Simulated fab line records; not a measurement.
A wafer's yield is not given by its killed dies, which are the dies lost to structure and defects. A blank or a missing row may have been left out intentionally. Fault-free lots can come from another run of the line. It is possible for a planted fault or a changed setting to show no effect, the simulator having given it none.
Matching of chambers :: flow nand-harc :: NHARC_A_STAIRCASE_DESCUM_11 on rie-diel-03 has 4 sister chambers
The step chemistry O2, time 3 s. 4 wafers are shown with their chamber, then 8 later ones without.

WAFERS PAIRED WITH THEIR CHAMBERS
wafer: L079.2
chamber: 1
drypump-motor-current-A (A): 4.9

wafer: L088.5
chamber: 3
drypump-motor-current-A (A): 6.7

wafer: L088.6
chamber: 0
drypump-motor-current-A (A): 5.6

wafer: L093.1
chamber: 2
drypump-motor-current-A (A): 5.7

WAFERS WITHOUT THEIR CHAMBER
wafer: L093.3
drypump-motor-current-A (A): 6.7

wafer: L093.6
drypump-motor-current-A (A): 6.8

wafer: L094.2
drypump-motor-current-A (A): 5.6

wafer: L094.3
drypump-motor-current-A (A): 6.8

wafer: L094.4
drypump-motor-current-A (A): 6.8

wafer: L096.1
drypump-motor-current-A (A): 5.6

wafer: L096.5
drypump-motor-current-A (A): 5.6

wafer: L096.6
drypump-motor-current-A (A): 4.9

CHAMBER TAKEN BY EACH
wafer: L093.3
from the rows above: 3
in truth: 3

wafer: L093.6
from the rows above: 3
in truth: 3

wafer: L094.2
from the rows above: can't be placed: 0 or 2
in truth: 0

wafer: L094.3
from the rows above: 3
in truth: 3

wafer: L094.4
from the rows above: 3
in truth: 3

wafer: L096.1
from the rows above: can't be placed: 0 or 2
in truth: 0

wafer: L096.5
from the rows above: can't be placed: 0 or 2
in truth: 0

wafer: L096.6
from the rows above: 1
in truth: 1
Correctly placed: 5 of 8. Unplaceable from these rows: 3, with the true chamber sitting among the candidates in 3. Wrongly placed: 0.
How it was worked out, from the rows above alone: a wafer's distance from a chamber is the root of the sum, over the readings, of the square of ((its reading less the chamber's mean) divided by the reading's scatter). If the next closest chamber is less than 2 further off than the closest, the wafer can't be placed; otherwise it belongs to the closest. Each chamber's mean is taken over the wafers shown for it. The scatter: with one shown wafer a chamber, the root of the mean of the squares of how far each hidden wafer lies from its nearest shown one.
